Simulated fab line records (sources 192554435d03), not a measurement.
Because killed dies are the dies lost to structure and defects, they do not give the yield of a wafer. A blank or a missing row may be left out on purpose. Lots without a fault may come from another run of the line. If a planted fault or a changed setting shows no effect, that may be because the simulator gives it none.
fab line records	flow n5Finfet	part 1 of 2: steps 1 to 17 of 23
record lots=5	wafers=15	lastDay=18
route steps=1938 shown FIN_SAQP@116
lots that met no fault: from a run of the same line without faults
startH: the number of hours between the record's first day and the start of the first shown wafer of the lot	waitH: hours since the lot's step before	" unchanged from the row above	L1.1+2: a row that stands for several wafers	- no value, or no start given	* or withheld: withheld	< > ~ a bound
route shown NAME@n: NAME is a module with steps in the file, n the number in the route of the first one	usual: average and standard deviation across the fault-free wafers	same: alike in all rows	chamber/n: place in a boat	sites: per-site readings	_std_site: the standard deviation of these	_edge_site: outer sites' mean less inner sites'	radiusMm: for every site, how far away it sits from the centre of the wafer	mask NAME#n: copy n	behind: the most recent tool/chamber to have shaped the wafer	hold: the reason the lot was held/the length of the hold in hours/how it ended	device: the n, p or np transistor that did not switch	end of line: at the end of the route, the tests of the same wafers	where a step has no rows: the recipe by itself	killed: count of dies lost to structure and defects at first sort (not the wafer's yield)	map: dies across one wafer; x = killed, . = not, _ = none there
set.NAME: the setting that was run; set.NAME@STEP: the one run at that earlier step	model.NAME: the simulator's own value behind a step, which no gauge read
a table for each step, a row for each wafer; lots at some steps of the route
services: from which hour (startH, from the record's first day; less than 0 if before it) a tool's chamber was out of use, for how many hours, and why
## steps
# step N5_FIN_SAQP_ETCH_52
# recipe chemistry=N2/H2	target=SOC	targetDepthA=1000	overetchA=200	maskMaterial=SiARC	tempC=40	timeS=150	ionEnergyEv=200	pressureMtorr=30	sourceW=840	biasW=150	n2FlowSccm=200	h2FlowSccm=200	ends=endPoint
# usual drypumpMotorCurrentA=5.7/0.52	oesProductAu=0.70/0.067	rfVppV=526.0/2	showerheadPlenumPTorr=2.61/0.064	throttleValvePct=17.75/0.28
lot.wafer	tool	chamber	startH	waitH	drypumpMotorCurrentA	oesProductAu	rfHoursCounterH	rfVppV	showerheadPlenumPTorr	throttleValvePct
L080.1	rieDiel-05	3	58.11	0.0	6.1	0.66	158	526.3	2.66	17.91
L080.3	"	1	"	"	6.0	0.65	155	526.7	2.65	17.84
L080.6	"	1	"	"	6.1	0.64	-	527.1	2.65	17.85
L085.1	rieDiel-05	1	87.75	0.0	6.1	0.65	166	526.9	2.65	17.87
L085.2	"	0	"	"	5.6	0.71	130	529.1	2.67	17.79
L085.4	"	2	"	"	5.9	0.67	178	527.1	2.63	17.42
L088.1	rieDiel-04	2	105.71	0.0	5.0	0.61	248	526.0	2.61	18.33
L088.4	"	1	"	"	5.7	0.71	102	524.3	2.55	17.50
L088.5	"	3	"	"	4.9	0.76	-	521.6	2.47	17.86
L091.2	rieDiel-05	0	126.21	0.0	5.6	0.70	144	527.3	2.66	17.82
L091.4	"	1	"	"	6.1	0.64	178	526.3	2.64	17.90
L091.5	"	3	"	"	6.1	0.65	-	526.9	2.65	17.93
L097.3	rieDiel-01	1	160.12	0.0	6.0	0.68	130	527.0	2.67	17.72
L097.5	"	0	"	"	5.5	0.62	-	524.9	2.60	17.74
L097.6	"	3	"	"	5.8	0.79	-	524.9	2.59	17.99
# step N5_FIN_SAQP_STRIP_53
# recipe chemistry=N2/H2	tempC=40	n2FlowSccm=200	h2FlowSccm=200	rfFrequencyHz=6e+07
lot.wafer	tool	chamber	startH	waitH
L080.1+3+6	rieDiel-05	3,1,1	58.21	0.0
L085.1+2+4	rieDiel-05	1,0,2	87.85	0.0
L088.1+4+5	rieDiel-04	2,1,3	105.81	0.0
L091.2+4+5	rieDiel-05	0,1,3	126.31	0.0
L097.3+5+6	rieDiel-01	1,0,3	160.22	0.0
# step N5_FIN_SAQP_HM_OPEN_73
# recipe chemistry=CHF3/O2	target=SiO2	stopOn=a-Si	targetDepthA=120	overEtchFrac=1.8	maskMaterial=SOC	timeS=16.8	pressureMtorr=30	sourceW=650	biasW=170	Ar_flow_sccm=200	CHF3_flow_sccm=50	O2_flow_sccm=5	ionEnergyEv=200	ends=endPoint
# usual drypumpMotorCurrentA=5.7/0.52	oesProductAu=0.47/0.045	rfVppV=530/8.5	showerheadPlenumPTorr=2.48/0.054	throttleValvePct=18.77/0.22
# same overEtchFrac=1.8
lot.wafer	tool	chamber	startH	waitH	drypumpMotorCurrentA	oesProductAu	rfHoursCounterH	rfVppV	showerheadPlenumPTorr	throttleValvePct
L080.1	rieDiel-05	3	58.22	0.0	6.1	0.44	158	517	2.50	18.78
L080.3	"	1	"	"	6.0	0.43	155	532	2.51	18.90
L080.6	"	1	"	"	6.1	0.43	-	532	2.51	18.90
L085.1	rieDiel-05	1	87.86	0.0	6.1	0.44	166	532	2.51	18.94
L085.2	"	0	"	"	5.5	0.48	130	526	2.50	18.71
L085.4	"	2	"	"	5.9	0.45	178	547	2.51	18.62
L088.1	rieDiel-04	2	105.82	0.0	5.0	0.42	248	525	2.46	19.20
L088.4	"	1	"	"	5.6	0.48	102	518	2.43	18.61
L088.5	"	3	"	"	4.9	0.51	-	537	2.35	18.88
L091.2	rieDiel-05	0	126.32	0.0	5.6	0.45	144	527	2.50	18.73
L091.4	"	1	"	"	6.0	0.42	178	533	2.50	18.96
L091.5	"	3	"	"	6.1	0.42	-	519	2.49	18.81
L097.3	rieDiel-01	1	160.23	0.0	6.1	0.47	130	549	2.50	18.58
L097.5	"	0	"	"	5.5	0.42	-	529	2.47	18.86
L097.6	"	3	"	"	5.7	0.53	-	531	2.46	19.04
# step N5_FIN_SAQP_STRIP_74
# recipe chemistry=CHF3/O2	resist=SiARC	rfFrequencyHz=6e+07
lot.wafer	tool	chamber	startH	waitH
L080.1+3+6	rieDiel-05	3,1,1	58.28	0.0
L085.1+2+4	rieDiel-05	1,0,2	87.91	0.0
L088.1+4+5	rieDiel-04	2,1,3	105.87	0.0
L091.2+4+5	rieDiel-05	0,1,3	126.37	0.0
L097.3+5+6	rieDiel-01	1,0,3	160.29	0.0
# step N5_FIN_SAQP_MANDREL_ETCH_22
# recipe targetDepthA=600	chemistry=HBr/Cl2	target=a-Si	stopOn=SiNx	btTimeS=10	overEtchFrac=0.5	timeS=30	pressureMtorr=10	icpW=800	biasW=75	HBr_flow_sccm=150	Cl2_flow_sccm=80	ends=endPoint
# usual drypumpMotorCurrentA=5.7/0.51	oesProductAu=0.770/0.012	throttleValvePct=35.41/0.28
# same overEtchFrac=0.5
lot.wafer	tool	chamber	startH	waitH	drypumpMotorCurrentA	oesProductAu	rfHoursCounterH	throttleValvePct
L080.1	rieSi-06	2	58.31	0.0	5.4	0.763	51	34.81
L080.3	"	0	"	"	6.2	0.770	119	35.24
L080.6	"	0	"	"	6.2	0.790	-	35.24
L085.1	rieSi-06	3	87.94	0.0	5.0	0.760	135	35.14
L085.2	"	2	"	"	5.4	0.779	52	34.80
L085.4	"	1	"	"	5.6	0.765	90	35.48
L088.1	rieSi-01	1	105.90	0.0	6.4	0.758	26	35.40
L088.4	"	3	"	"	5.5	0.782	33	35.28
L088.5	"	2	"	"	6.0	0.755	-	35.86
L091.2	rieSi-02	1	126.40	0.0	6.1	0.778	133	35.76
L091.4	"	0	"	"	6.1	0.752	-	35.19
L091.5	"	1	"	"	6.1	0.779	-	35.75
L097.3	rieSi-02	2	160.32	0.0	4.8	0.777	27	35.45
L097.5	"	1	"	"	6.1	0.787	-	35.71
L097.6	"	0	"	"	6.0	0.771	-	35.18
# step N5_FIN_SAQP_STRIP_55
# recipe chemistry=N2/H2	powerW=500	tempC=40	pressureMtorr=50	rfFrequencyHz=6e+07	overashFraction=0.3	biasPowerW=28	h2Frac=0.5	n2FlowSccm=300	h2FlowSccm=300
# usual drypumpMotorCurrentA=5.8/0.45	oesProductAu=0.77/0.076	rfVppV=122.5/1.4	showerheadPlenumPTorr=3.46/0.072	throttleValvePct=18.8/0.42
lot.wafer	tool	chamber	startH	waitH	drypumpMotorCurrentA	oesProductAu	rfHoursCounterH	rfVppV	showerheadPlenumPTorr	throttleValvePct
L080.1	rieDiel-04	3	58.41	0.1	4.9	0.88	49	122.9	3.27	19.0
L080.3	"	1	"	"	5.6	0.82	86	123.7	3.37	18.4
L080.6	"	2	"	"	5.0	0.70	-	123.9	3.45	19.7
L085.1	rieDiel-04	0	88.04	0.1	6.7	0.92	25	120.5	3.54	18.0
L085.2	"	2	"	"	5.0	0.69	242	121.1	3.44	19.7
L085.4	"	3	"	"	4.9	0.88	59	120.1	3.26	19.1
L088.1	rieDiel-04	2	106.00	0.1	5.0	0.69	248	123.2	3.44	19.7
L088.4	"	0	"	"	6.7	0.90	30	121.4	3.54	18.1
L088.5	"	2	"	"	5.0	0.69	-	124.7	3.44	19.7
L091.2	rieDiel-05	3	126.75	0.3	6.1	0.73	181	123.8	3.49	19.2
L091.4	"	0	"	"	5.6	0.79	144	122.4	3.51	18.8
L091.5	"	2	"	"	5.9	0.74	-	121.1	3.46	18.3
L097.3	rieDiel-01	2	160.45	0.1	5.8	0.69	236	124.2	3.45	18.8
L097.5	"	1	"	"	6.0	0.79	-	122.3	3.52	18.8
L097.6	"	0	"	"	5.5	0.68	-	125.0	3.43	18.5
# step N5_FIN_SAQP_STRIP_23
# recipe chemistry=SPM	timeS=750	tempC=130	h2so4H2o2VolRatio=4
# same timeS=750
lot.wafer	tool	chamber	startH	waitH
L080.1+3+6	wetBench-01	3,0,2	58.48	-
L085.1+2+4	wetBench-03	0,1,7	88.11	-
L088.1+4+5	wetBench-03	0,4,3	106.07	-
L091.2+4+5	wetBench-03	5,4,0	126.82	-
L097.3+5+6	wetBench-03	3,2,7	160.52	-
# step N5_FIN_SAQP_SRD_66
# recipe dry=ipaMarangoni	timeS=30	tempC=23	rinseLiquid=diw
# same timeS=30
lot.wafer	tool	chamber	startH	waitH
L080.1+3+6	wetBench-01	3,0,2	58.69	0.0
L085.1+2+4	wetBench-03	0,1,7	88.32	0.0
L088.1+4+5	wetBench-03	0,4,3	106.29	0.0
L091.2+4+5	wetBench-03	5,4,0	127.03	0.0
L097.3+5+6	wetBench-03	3,2,7	160.73	0.0
# step N5_FIN_SAQP_RECESS_75
# recipe chemistry=HF/NH3	target=SiO2	targetDepthA=144	afsCycles=3	tempC=30	sublimationTempC=180	sublimationTimeS=60
# usual drypumpMotorCurrentA=6.1/0.43
lot.wafer	tool	chamber	startH	waitH	drypumpMotorCurrentA
L080.1	vaporEtch-02	0	58.74	0.0	6.4
L080.3	"	1	"	"	5.6
L080.6	"	1	"	"	5.6
L085.1	vaporEtch-02	0	88.36	0.0	6.4
L085.2	"	1	"	"	5.6
L085.4	"	0	"	"	6.4
L088.1	vaporEtch-01	1	106.34	0.0	6.6
L088.4	"	1	"	"	6.6
L088.5	"	0	"	"	5.7
L091.2	vaporEtch-01	0	127.08	0.0	5.7
L091.4	"	0	"	"	5.7
L091.5	"	1	"	"	6.6
L097.3	vaporEtch-02	1	160.90	0.1	5.6
L097.5	"	0	"	"	6.4
L097.6	"	1	"	"	5.6
# step N5_FIN_SAQP_SPACER1_ALD_24
# recipe material=SiO2	targetThkA=203	tempC=300	aldPrecursorFamily=BDEAS	aldCoReactant=O2-plasma	pulseTimeS=1	purgeTimeS=2	coReactantPurgeTimeS=2	aldCycles=218	pressureTorr=2
# usual heaterPowerW=478/36	precursorPulseHeightRel=0.998/0.02
lot.wafer	tool	chamber	startH	waitH	heaterPowerW	precursorPulseHeightRel
L080.1	aldSin-01	0	59.12	0.3	473	1.006
L080.3	"	2	"	"	492	0.998
L080.6	"	2	"	"	509	0.999
L085.1	aldSin-03	3	88.75	0.3	489	0.994
L085.2	"	0	"	"	488	0.977
L085.4	"	2	"	"	422	1.000
L088.1	aldSin-02	1	106.74	0.3	465	0.990
L088.4	"	2	"	"	414	0.986
L088.5	"	1	"	"	469	0.963
L091.2	aldSin-01	2	127.46	0.3	494	1.021
L091.4	"	1	"	"	456	0.971
L091.5	"	1	"	"	485	1.002
L097.3	aldSin-03	3	161.16	0.1	481	0.980
L097.5	"	2	"	"	411	0.992
L097.6	"	1	"	"	437	0.975
# step N5_FIN_SAQP_SPACER1_ETCHBACK_25
# recipe chemistry=CHF3/O2	mode=anisotropicEtchback	target=SiO2	targetDepthA=244	timeS=12.2	pressureMtorr=30	sourceW=650	biasW=170	Ar_flow_sccm=200	CHF3_flow_sccm=50	O2_flow_sccm=5	ionEnergyEv=200
# usual drypumpMotorCurrentA=5.7/0.54	oesProductAu=0.80/0.087	rfVppV=531/8.6	showerheadPlenumPTorr=2.47/0.057	throttleValvePct=18.81/0.21
# same timeS=12.2
lot.wafer	tool	chamber	startH	waitH	drypumpMotorCurrentA	oesProductAu	rfHoursCounterH	rfVppV	showerheadPlenumPTorr	throttleValvePct
L080.1	rieDiel-04	3	59.84	0.4	4.9	0.88	50	535	2.36	18.92
L080.3	"	0	"	"	6.7	0.93	15	528	2.55	18.47
L080.6	"	2	"	"	5.0	0.69	-	525	2.47	19.24
L085.1	rieDiel-01	3	89.46	0.4	5.8	0.93	12	531	2.47	19.05
L085.2	"	2	"	"	5.8	0.70	217	535	2.48	18.70
L085.4	"	0	"	"	5.5	0.70	215	528	2.48	18.92
L088.1	rieDiel-05	2	107.45	0.4	5.9	0.74	186	544	2.51	18.70
L088.4	"	3	"	"	6.1	0.73	174	518	2.49	18.88
L088.5	"	1	"	"	6.1	0.71	-	533	2.50	19.01
L091.2	rieDiel-05	0	128.30	0.5	5.5	0.78	145	527	2.50	18.80
L091.4	"	2	"	"	5.9	0.74	193	543	2.51	18.71
L091.5	"	2	"	"	5.9	0.74	-	546	2.51	18.72
L097.3	rieDiel-01	1	161.88	0.4	6.1	0.76	131	548	2.50	18.66
L097.5	"	2	"	"	5.8	0.68	-	537	2.47	18.74
L097.6	"	3	"	"	5.7	0.89	-	530	2.46	19.11
# step N5_FIN_SAQP_MANDREL1_REMOVE_56
# recipe chemistry=HBr/Cl2/O2	btTimeS=10	target=a-Si	stopOn=SiNx	endpoint=OES-SiCl	overEtchFrac=1	icpW=600	biasW=22	HBr_flow_sccm=150	Cl2_flow_sccm=80	O2_flow_sccm=5	pressureMtorr=10
# usual drypumpMotorCurrentA=5.8/0.51	oesProductAu=1.011/0.017	throttleValvePct=36.75/0.28
# same overEtchFrac=1
lot.wafer	tool	chamber	startH	waitH	drypumpMotorCurrentA	oesProductAu	rfHoursCounterH	throttleValvePct
L080.1	rieSi-01	0	59.92	0.1	6.2	1.001	188	37.05
L080.3	"	1	"	"	6.5	1.016	25	36.70
L080.6	"	2	"	"	6.0	1.010	-	37.18
L085.1	rieSi-01	1	89.55	0.1	6.4	1.041	26	36.69
L085.2	"	0	"	"	6.2	1.000	189	37.04
L085.4	"	3	"	"	5.5	1.032	-	36.61
L088.1	rieSi-01	1	107.54	0.1	6.5	1.030	26	36.71
L088.4	"	0	"	"	6.2	1.000	189	37.03
L088.5	"	1	"	"	6.4	1.026	-	36.70
L091.2	rieSi-06	1	128.39	0.1	5.6	1.007	91	36.80
L091.4	"	2	"	"	5.4	1.009	53	36.12
L091.5	"	3	"	"	4.9	0.973	-	36.46
L097.3	rieSi-02	0	161.96	0.1	6.1	0.997	19	36.54
L097.5	"	3	"	"	5.3	0.981	-	36.97
L097.6	"	2	"	"	4.8	1.022	-	36.83
# step N5_FIN_SAQP_CD_MEAS_27
# recipe targetCdNm=20	landingEnergyEv=1000	detector=seInlens	polarity=line
# usual cdNm=20.36/0.27
lot.wafer	tool	chamber	startH	waitH	cdNm
L080.1	cdSem-02	0	60.04	0.1	19.78
L080.3	"	0	"	"	20.37
L080.6	"	0	"	"	20.34
L085.1	cdSem-03	0	89.66	0.1	19.80
L085.2	"	0	"	"	20.24
L085.4	"	0	"	"	20.10
L088.1	cdSem-03	0	107.65	0.1	20.41
L088.4	"	0	"	"	20.44
L088.5	"	0	"	"	20.87
L091.2	cdSem-01	0	128.50	0.1	20.24
L091.4	"	0	"	"	20.29
L091.5	"	0	"	"	20.22
L097.3	cdSem-01	0	162.08	0.1	20.77
L097.5	"	0	"	"	20.58
L097.6	"	0	"	"	20.53
# step N5_FIN_SAQP_ETCH_57
# recipe chemistry=CH3F/O2	target=SiNx	maskMaterial=SiO2	targetDepthA=325	timeS=46.4	pressureMtorr=30	sourceW=395	biasW=73	Ar_flow_sccm=150	CH3F_flow_sccm=30	O2_flow_sccm=20	ionEnergyEv=120	ends=cleared
# usual drypumpMotorCurrentA=5.7/0.47	etchRfOnTimeS=46.2/0.86	oesProductAu=0.66/0.07	rfVppV=301/5.1	showerheadPlenumPTorr=2.06/0.042	throttleValvePct=16.29/0.21
lot.wafer	tool	chamber	startH	waitH	drypumpMotorCurrentA	etchRfOnTimeS	oesProductAu	rfHoursCounterH	rfVppV	showerheadPlenumPTorr	throttleValvePct
L080.1	rieDiel-05	0	60.09	0.0	5.5	46.6	0.69	120	300	2.09	16.20
L080.3	"	3	"	"	6.1	46.5	0.63	159	294	2.08	16.32
L080.6	"	2	"	"	5.9	47.8	0.63	-	308	2.10	16.17
L085.1	rieDiel-01	3	89.71	0.0	5.7	46.0	0.80	12	301	2.05	16.43
L085.2	"	1	"	"	6.0	46.8	0.67	111	310	2.09	16.10
L085.4	"	2	"	"	5.8	46.3	0.59	217	304	2.05	16.15
L088.1	rieDiel-04	0	107.71	0.1	6.7	45.2	0.77	31	300	2.11	15.92
L088.4	"	3	"	"	4.9	45.2	0.73	66	304	1.95	16.35
L088.5	"	3	"	"	4.9	45.6	0.73	-	303	1.95	16.33
L091.2	rieDiel-05	1	128.60	0.1	6.0	45.6	0.60	179	301	2.07	16.45
L091.4	"	0	"	"	5.6	45.7	0.66	145	298	2.08	16.26
L091.5	"	3	"	"	6.1	46.4	0.62	-	293	2.07	16.36
L097.3	rieDiel-01	2	162.12	0.0	5.9	45.5	0.59	236	305	2.04	16.19
L097.5	"	0	"	"	5.5	46.6	0.59	-	300	2.05	16.40
L097.6	"	1	"	"	6.0	46.3	0.65	-	311	2.08	16.14
# step N5_FIN_SAQP_ETCH_65
# recipe chemistry=CF4	target=SiO2	targetDepthA=40	ionEnergyEv=350	timeS=4.4	pressureMtorr=10	icpW=800	biasW=400	cf4FlowSccm=80
# usual drypumpMotorCurrentA=5.7/0.54	oesProductAu=1.015/0.017	throttleValvePct=21.85/0.2
# same timeS=4.4
lot.wafer	tool	chamber	startH	waitH	drypumpMotorCurrentA	oesProductAu	rfHoursCounterH	throttleValvePct
L080.1	rieSi-02	0	60.20	0.1	6.0	1.032	17	21.64
L080.3	"	3	"	"	5.3	1.008	107	21.91
L080.6	"	3	"	"	5.3	1.002	-	21.92
L085.1	rieSi-02	1	89.82	0.1	6.1	1.018	132	22.10
L085.2	"	3	"	"	5.3	1.003	107	21.90
L085.4	"	1	"	"	6.1	1.013	-	22.08
L088.1	rieSi-02	0	107.82	0.1	6.0	1.022	18	21.63
L088.4	"	2	"	"	4.8	1.024	26	21.87
L088.5	"	3	"	"	5.3	1.015	-	21.91
L091.2	rieSi-02	3	128.71	0.1	5.3	1.007	108	21.91
L091.4	"	1	"	"	6.1	1.021	133	22.11
L091.5	"	3	"	"	5.3	1.008	-	21.91
L097.3	rieSi-01	3	162.23	0.1	5.5	1.051	34	21.63
L097.5	"	2	"	"	6.0	0.987	-	22.12
L097.6	"	3	"	"	5.5	1.056	-	21.64
# step N5_FIN_SAQP_MANDREL_ETCH_58
# recipe chemistry=HBr/Cl2	target=a-Si	targetDepthA=450	btTimeS=10	stopOn=SiNx	maskMaterial=SiO2	overEtchFrac=0.8	timeS=27	pressureMtorr=10	icpW=800	biasW=75	HBr_flow_sccm=150	Cl2_flow_sccm=80	ends=endPoint
# usual drypumpMotorCurrentA=5.7/0.54	oesProductAu=0.700/0.01	throttleValvePct=35.68/0.24
# same overEtchFrac=0.8
lot.wafer	tool	chamber	startH	waitH	drypumpMotorCurrentA	oesProductAu	rfHoursCounterH	throttleValvePct
L080.1	rieSi-02	0	60.23	0.0	6.0	0.701	17	35.40
L080.3	"	3	"	"	5.3	0.691	107	35.86
L080.6	"	3	"	"	5.3	0.691	-	35.84
L085.1	rieSi-02	1	89.85	0.0	6.1	0.690	132	35.99
L085.2	"	3	"	"	5.4	0.698	107	35.83
L085.4	"	1	"	"	6.1	0.707	-	35.97
L088.1	rieSi-02	0	107.85	0.0	6.0	0.692	18	35.39
L088.4	"	2	"	"	4.8	0.706	26	35.65
L088.5	"	3	"	"	5.3	0.683	-	35.85
L091.2	rieSi-02	3	128.74	0.0	5.3	0.691	108	35.84
L091.4	"	1	"	"	6.1	0.712	133	35.94
L091.5	"	3	"	"	5.3	0.694	-	35.82
L097.3	rieSi-01	3	162.26	0.0	5.5	0.709	34	35.48
L097.5	"	2	"	"	6.0	0.693	-	36.05
L097.6	"	3	"	"	5.5	0.713	-	35.47
# step N5_FIN_SAQP_RECESS_63
# recipe chemistry=HF/NH3	target=SiO2	targetDepthA=180	afsCycles=3	tempC=30	sublimationTempC=180	sublimationTimeS=60
# usual drypumpMotorCurrentA=6.1/0.42
lot.wafer	tool	chamber	startH	waitH	drypumpMotorCurrentA
L080.1	vaporEtch-01	1	60.31	0.1	6.6
L080.3	"	0	"	"	5.7
L080.6	"	0	"	"	5.7
L085.1	vaporEtch-02	0	89.93	0.1	6.4
L085.2	"	1	"	"	5.6
L085.4	"	0	"	"	6.4
L088.1	vaporEtch-01	1	107.94	0.1	6.7
L088.4	"	1	"	"	6.7
L088.5	"	0	"	"	5.7
L091.2	vaporEtch-01	1	128.82	0.1	6.6
L091.4	"	1	"	"	6.6
L091.5	"	0	"	"	5.7
L097.3	vaporEtch-01	0	162.94	0.6	5.7
L097.5	"	1	"	"	6.6
L097.6	"	0	"	"	5.7
